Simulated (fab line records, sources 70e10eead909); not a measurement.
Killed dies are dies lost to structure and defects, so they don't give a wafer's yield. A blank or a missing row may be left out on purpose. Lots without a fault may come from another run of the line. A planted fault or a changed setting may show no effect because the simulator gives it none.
Which tool did it? | flow nand_harc | 12 lots, 36 wafers sampled, at 1 step of a route of 1159

WHAT THE GAUGES READ, wafer by wafer
NHARC_A_SGD_CUT_OVL_MEAS_10.
lot  | measured     | on         | overlay_x_nm (nm)
L075 | day 14 00:15 | overlay-02 | 0.9 0.6 0.1
L077 | day 14 21:07 | overlay-02 | -0.9 0.1 -0.9
L079 | day 15 01:32 | overlay-02 | -0.1 -0.6 0.0
L081 | day 15 13:44 | overlay-02 | 1.6 1.6 1.6
L082 | day 16 03:17 | overlay-02 | 1.0 0.9 0.9
L088 | day 16 23:31 | overlay-02 | 1.8 2.6 1.9
L086 | day 17 10:14 | overlay-01 | 0.8 0.6 0.5
L090 | day 17 20:51 | overlay-01 | -0.6 -0.6 -0.1
L091 | day 17 22:29 | overlay-02 | -0.6 -1.1 -1.3
L094 | day 18 13:37 | overlay-01 | -0.2 0.1 0.2
L093 | day 18 15:02 | overlay-01 | -0.4 -0.6 -0.1
L097 | day 19 22:37 | overlay-02 | 1.5 1.0 1.1

WHICH TOOL RAN EACH LOT (tool, then ch and the chambers of the sampled wafers, then the start)
The record holds no process step before these readings.

THE ANSWER, worked out from the rows above alone
Rule: what is usual is taken from the lots themselves. Put in order of their means at a reading, lots are off if they are a third of the lots or fewer, leave a main group of 4 or more, and stand apart from it by a gap of 3 or more times the standard deviation of the main group's means; of several such gaps the widest counts. A main group whose means are all the same, to the digits that the tables above print for the reading, isn't used. A lot without any number at a reading at which 4 lots or more have one is off too. The other lots that the step has rows for count as sound.
No lot is off at any reading shown: from this, nothing can be told.

WHAT THE SIMULATOR HAD PUT IN
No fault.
